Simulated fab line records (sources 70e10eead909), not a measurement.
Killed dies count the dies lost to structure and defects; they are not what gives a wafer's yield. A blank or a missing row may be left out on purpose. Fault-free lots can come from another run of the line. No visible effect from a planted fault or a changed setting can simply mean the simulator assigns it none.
Which tool was responsible? :: flow nand_harc :: Sampling: 12 lots, 36 wafers, 6 of 1159 route steps

## WHAT THE GAUGES READ, wafer by wafer
NHARC_A_CONTACT_INSPECT_23. Usual: raw_defect_count at 464, with a standard deviation of 180.
lot: L771
measured: day 17 11:43
on: defect_inspect-01
raw_defect_count: 367 379 362
flag: 

lot: L772
measured: day 17 12:28
on: defect_inspect-01
raw_defect_count: 342 347 508
flag: 

lot: L770
measured: day 17 22:21
on: defect_inspect-01
raw_defect_count: 255 387 260
flag: 

lot: L775
measured: day 18 07:35
on: defect_inspect-02
raw_defect_count: 579 720 595
flag: 

lot: L776
measured: day 18 13:14
on: defect_inspect-02
raw_defect_count: 637 857 541
flag: 

lot: L773
measured: day 18 18:58
on: defect_inspect-01
raw_defect_count: 445 570 576
flag: 

lot: L774
measured: day 19 03:58
on: defect_inspect-01
raw_defect_count: 576 422 445
flag: 

lot: L777
measured: day 19 06:15
on: defect_inspect-02
raw_defect_count: 697 479 367
flag: 

lot: L778
measured: day 19 16:37
on: defect_inspect-01
raw_defect_count: 470 449 367
flag: 

lot: L783
measured: day 21 11:48
on: defect_inspect-01
raw_defect_count: 404 340 329
flag: 

lot: L791
measured: day 22 09:55
on: defect_inspect-02
raw_defect_count: 440 516 652
flag: 

lot: L792
measured: day 22 22:33
on: defect_inspect-01
raw_defect_count: 253 348 275
flag: 

NHARC_A_BLC_CD_MEAS_10: target cd 100 nm. Usual: cd_nm at 99.8 nm, with a standard deviation of 0.64.
lot: L771
measured: day 17 12:07
on: cd_sem-02
cd_nm (nm): 99.9 98.6 100.1
flag: 

lot: L772
measured: day 17 12:59
on: cd_sem-01
cd_nm (nm): 99.3 101.1 99.5
flag: 

lot: L770
measured: day 17 22:52
on: cd_sem-01
cd_nm (nm): 100.0 101.4 100.0
flag: 

lot: L775
measured: day 18 08:06
on: cd_sem-03
cd_nm (nm): 99.7 99.9 99.3
flag: 

lot: L776
measured: day 18 13:44
on: cd_sem-02
cd_nm (nm): 99.5 98.6 98.7
flag: 

lot: L773
measured: day 18 19:29
on: cd_sem-02
cd_nm (nm): 99.7 100.5 100.7
flag: 

lot: L774
measured: day 19 04:29
on: cd_sem-01
cd_nm (nm): 99.2 99.5 100.0
flag: 

lot: L777
measured: day 19 06:46
on: cd_sem-01
cd_nm (nm): 100.0 100.8 99.6
flag: 

lot: L778
measured: day 19 17:08
on: cd_sem-02
cd_nm (nm): 99.0 99.7 98.9
flag: 

lot: L783
measured: day 21 12:19
on: cd_sem-02
cd_nm (nm): 99.8 100.0 99.9
flag: 

lot: L791
measured: day 22 10:25
on: cd_sem-03
cd_nm (nm): 100.2 99.7 99.3
flag: 

lot: L792
measured: day 22 22:56
on: cd_sem-01
cd_nm (nm): 100.6 100.5 99.6
flag: 

NHARC_END_SORT_01. Usual: killed_at_array 28, standard deviation 11; killed_at_other 0.5, standard deviation 0.85; killed_at_periphery 2.7, standard deviation 1.9; killed_dies 32, standard deviation 12; killed_open 3.3, standard deviation 1.6; killed_short 2.1, standard deviation 1.5.
lot: L771
measured: day 20 11:18
on: prober-01
killed_at_array: 19 19 23
killed_at_other: 0 1 0
killed_at_periphery: 4 2 3
killed_dies: 23 22 26
killed_open: 3 4 1
killed_short: 2 3 3
flag: 

lot: L776
measured: day 20 18:32
on: prober-02
killed_at_array: 24 25 30
killed_at_other: 0 0 0
killed_at_periphery: 0 4 2
killed_dies: 24 29 32
killed_open: 1 4 4
killed_short: 0 2 2
flag: 

lot: L777
measured: day 21 03:10
on: prober-02
killed_at_array: 21 27 28
killed_at_other: 1 1 0
killed_at_periphery: 1 0 4
killed_dies: 23 28 32
killed_open: 6 3 2
killed_short: 0 3 1
flag: 

lot: L778
measured: day 21 18:26
on: prober-01
killed_at_array: 35 35 26
killed_at_other: 1 0 2
killed_at_periphery: 1 3 0
killed_dies: 37 38 28
killed_open: 0 4 2
killed_short: 3 2 0
flag: 

lot: L783
measured: day 23 20:25
on: prober-01
killed_at_array: 51 42 32
killed_at_other: 0 0 1
killed_at_periphery: 4 2 2
killed_dies: 55 44 35
killed_open: 6 4 2
killed_short: 2 1 4
flag: 

lot: L791
measured: day 24 22:58
on: prober-01
killed_at_array: 32
killed_at_other: 0
killed_at_periphery: 7
killed_dies: 39
killed_open: 5
killed_short: 3
flag: 

## TOOL THAT RAN EACH LOT (tool first, then ch and the chambers of the sampled wafers, then the start)
lot: L771
NHARC_A_CONTACT_ALD_18: ald_metal-03 ch 0,1, day 17 02:01
NHARC_A_BLC_CVD_24: cvd_w-02 ch 0,1, day 17 21:57
NHARC_A_BLC_CMP_25: cmp-02 ch 2,3, day 17 22:23

lot: L772
NHARC_A_CONTACT_ALD_18: ald_metal-02 ch 0,1, day 17 02:52
NHARC_A_BLC_CVD_24: cvd_w-02 ch 0,1, day 17 22:14
NHARC_A_BLC_CMP_25: cmp-03 ch 2,3, day 17 22:46

lot: L770
NHARC_A_CONTACT_ALD_18: ald_metal-01 ch 0,2, day 17 12:53
NHARC_A_BLC_CVD_24: cvd_w-02 ch 0,1, day 18 02:01
NHARC_A_BLC_CMP_25: cmp-01 ch 0,1, day 18 02:36

lot: L775
NHARC_A_CONTACT_ALD_18: ald_metal-03 ch 0,1,2, day 18 06:05
NHARC_A_BLC_CVD_24: cvd_w-02 ch 0,1, day 18 12:45
NHARC_A_BLC_CMP_25: cmp-03 ch 1,2,3, day 18 13:13

lot: L776
NHARC_A_CONTACT_ALD_18: ald_metal-03 ch 2,3, day 18 09:29
NHARC_A_BLC_CVD_24: cvd_w-01 ch 0,1, day 18 16:49
NHARC_A_BLC_CMP_25: cmp-03 ch 0,2,3, day 18 17:12

lot: L773
NHARC_A_CONTACT_ALD_18: ald_metal-01 ch 0,1, day 18 17:25
NHARC_A_BLC_CVD_24: cvd_w-02 ch 0,1, day 19 02:16
NHARC_A_BLC_CMP_25: cmp-01 ch 1,2,3, day 19 02:49

lot: L774
NHARC_A_CONTACT_ALD_18: ald_metal-01 ch 1,2,3, day 18 23:18
NHARC_A_BLC_CVD_24: cvd_w-01 ch 0,1, day 19 06:41
NHARC_A_BLC_CMP_25: cmp-03 ch 0,2,3, day 19 07:13

lot: L777
NHARC_A_CONTACT_ALD_18: ald_metal-02 ch 1,2, day 19 01:42
NHARC_A_BLC_CVD_24: cvd_w-02 ch 0,1, day 19 08:59
NHARC_A_BLC_CMP_25: cmp-01 ch 1,3, day 19 09:31

lot: L778
NHARC_A_CONTACT_ALD_18: ald_metal-02 ch 0,1,3, day 19 14:47
NHARC_A_BLC_CVD_24: cvd_w-02 ch 0,1, day 19 23:57
NHARC_A_BLC_CMP_25: cmp-02 ch 0,1,3, day 20 00:31

lot: L783
NHARC_A_CONTACT_ALD_18: ald_metal-03 ch 0,3, day 21 03:48
NHARC_A_BLC_CVD_24: cvd_w-01 ch 0,1, day 22 02:07
NHARC_A_BLC_CMP_25: cmp-01 ch 0,1,2, day 22 02:40

lot: L791
NHARC_A_CONTACT_ALD_18: ald_metal-02 ch 0,2,3, day 22 08:13
NHARC_A_BLC_CVD_24: cvd_w-01 ch 0,1, day 22 12:49
NHARC_A_BLC_CMP_25: cmp-02 ch 0,1,3, day 22 13:16

lot: L792
NHARC_A_CONTACT_ALD_18: ald_metal-03 ch 1,2,3, day 22 17:02
NHARC_A_BLC_CVD_24: cvd_w-01 ch 0,1, day 23 05:08
NHARC_A_BLC_CMP_25: cmp-02 ch 0,1,2, day 23 05:41
- NHARC_A_CONTACT_ALD_18: deposits TiN, target thk 3 nm, pulse time 1 s, ald cycles 150.
- NHARC_A_BLC_CVD_24: deposits W, target thk 150 nm, time 434 s.
- NHARC_A_BLC_CMP_25: polishes, t overpolish 30 s, target thk 150 nm.

## AS READ BY THE TOOLS THEMSELVES (means over the sampled wafers that have a number; for cases with no such wafer, the mark the record gives instead)
NHARC_A_CONTACT_ALD_18. Usual: heater_power_w 1115 W, standard deviation 100; precursor_pulse_height_rel 1.000, standard deviation 0.02.
lot: L771
tool: ald_metal-03
heater_power_w (W): 1167
precursor_pulse_height_rel: 0.998
flag: 

lot: L772
tool: ald_metal-02
heater_power_w (W): 1039
precursor_pulse_height_rel: 1.016
flag: 

lot: L770
tool: ald_metal-01
heater_power_w (W): 1057
precursor_pulse_height_rel: 0.995
flag: 

lot: L775
tool: ald_metal-03
heater_power_w (W): 1216
precursor_pulse_height_rel: 0.989
flag: 

lot: L776
tool: ald_metal-03
heater_power_w (W): 1250
precursor_pulse_height_rel: 0.991
flag: 

lot: L773
tool: ald_metal-01
heater_power_w (W): 1028
precursor_pulse_height_rel: 1.005
flag: 

lot: L774
tool: ald_metal-01
heater_power_w (W): 1096
precursor_pulse_height_rel: 0.992
flag: 

lot: L777
tool: ald_metal-02
heater_power_w (W): 954
precursor_pulse_height_rel: 1.000
flag: 

lot: L778
tool: ald_metal-02
heater_power_w (W): 1095
precursor_pulse_height_rel: 0.985
flag: 

lot: L783
tool: ald_metal-03
heater_power_w (W): 1161
precursor_pulse_height_rel: 0.982
flag: 

lot: L791
tool: ald_metal-02
heater_power_w (W): 1051
precursor_pulse_height_rel: 1.016
flag: 

lot: L792
tool: ald_metal-03
heater_power_w (W): 1219
precursor_pulse_height_rel: 0.998
flag: 

NHARC_A_BLC_CVD_24. Usual: heater_power_w 443 W, standard deviation 37; throttle_valve_pct 7.8 %, standard deviation 0.36.
lot: L771
tool: cvd_w-02
heater_power_w (W): 436
throttle_valve_pct (%): 7.8
flag: 

lot: L772
tool: cvd_w-02
heater_power_w (W): 437
throttle_valve_pct (%): 7.8
flag: 

lot: L770
tool: cvd_w-02
heater_power_w (W): 473
throttle_valve_pct (%): 7.4
flag: 

lot: L775
tool: cvd_w-02
heater_power_w (W): 463
throttle_valve_pct (%): 7.6
flag: 

lot: L776
tool: cvd_w-01
heater_power_w (W): 448
throttle_valve_pct (%): 8.0
flag: 

lot: L773
tool: cvd_w-02
heater_power_w (W): 435
throttle_valve_pct (%): 7.7
flag: 

lot: L774
tool: cvd_w-01
heater_power_w (W): 429
throttle_valve_pct (%): 8.1
flag: 

lot: L777
tool: cvd_w-02
heater_power_w (W): 469
throttle_valve_pct (%): 7.6
flag: 

lot: L778
tool: cvd_w-02
heater_power_w (W): 435
throttle_valve_pct (%): 7.7
flag: 

lot: L783
tool: cvd_w-01
heater_power_w (W): 417
throttle_valve_pct (%): 8.0
flag: 

lot: L791
tool: cvd_w-01
heater_power_w (W): 434
throttle_valve_pct (%): 7.9
flag: 

lot: L792
tool: cvd_w-01
heater_power_w (W): 425
throttle_valve_pct (%): 8.0
flag: 

NHARC_A_BLC_CMP_25. Usual: motor_current_A 12.0 A, standard deviation 0.95; overpolish_run_s 30.000 s, standard deviation 0.0096; time_to_endpoint_s 30.3 s, standard deviation 2.6.
lot: L771
tool: cmp-02
motor_current_A (A): 12.5
overpolish_run_s (s): 29.996
time_to_endpoint_s (s): 31.6
flag: 

lot: L772
tool: cmp-03
motor_current_A (A): 11.6
overpolish_run_s (s): 29.998
time_to_endpoint_s (s): 31.9
flag: 

lot: L770
tool: cmp-01
motor_current_A (A): 12.5
overpolish_run_s (s): 29.999
time_to_endpoint_s (s): 25.9
flag: 

lot: L775
tool: cmp-03
motor_current_A (A): 12.2
overpolish_run_s (s): 30.003
time_to_endpoint_s (s): 30.2
flag: 

lot: L776
tool: cmp-03
motor_current_A (A): 11.8
overpolish_run_s (s): 30.000
time_to_endpoint_s (s): 31.9
flag: 

lot: L773
tool: cmp-01
motor_current_A (A): 12.0
overpolish_run_s (s): 30.001
time_to_endpoint_s (s): 29.4
flag: 

lot: L774
tool: cmp-03
motor_current_A (A): 12.2
overpolish_run_s (s): 30.012
time_to_endpoint_s (s): 28.6
flag: 

lot: L777
tool: cmp-01
motor_current_A (A): 12.7
overpolish_run_s (s): 30.002
time_to_endpoint_s (s): 31.0
flag: 

lot: L778
tool: cmp-02
motor_current_A (A): 12.0
overpolish_run_s (s): 29.990
time_to_endpoint_s (s): 22.5
flag: 

lot: L783
tool: cmp-01
motor_current_A (A): 12.1
overpolish_run_s (s): 29.998
time_to_endpoint_s (s): 31.9
flag: 

lot: L791
tool: cmp-02
motor_current_A (A): 11.9
overpolish_run_s (s): 30.007
time_to_endpoint_s (s): 31.8
flag: 

lot: L792
tool: cmp-02
motor_current_A (A): 11.9
overpolish_run_s (s): 30.005
time_to_endpoint_s (s): 31.2
flag: 

## THE ANSWER, worked out from the rows above alone
Rule: lot off if the mean of its wafers having a number is beyond 3 standard deviations from the usual mean. A lot without any number at a reading at which 4 lots or more have one is off too. The other lots that the step has rows for count as sound. After the gauges, taken in route order, come the tools' own readings; for these a lot's mean is taken, as printed above. At the first step where some lot is off, the reading lying furthest off is the one used; lots without a number count as furthest.
No lot is off at any reading shown: from this, nothing can be told.

## WHAT THE SIMULATOR PUT IN
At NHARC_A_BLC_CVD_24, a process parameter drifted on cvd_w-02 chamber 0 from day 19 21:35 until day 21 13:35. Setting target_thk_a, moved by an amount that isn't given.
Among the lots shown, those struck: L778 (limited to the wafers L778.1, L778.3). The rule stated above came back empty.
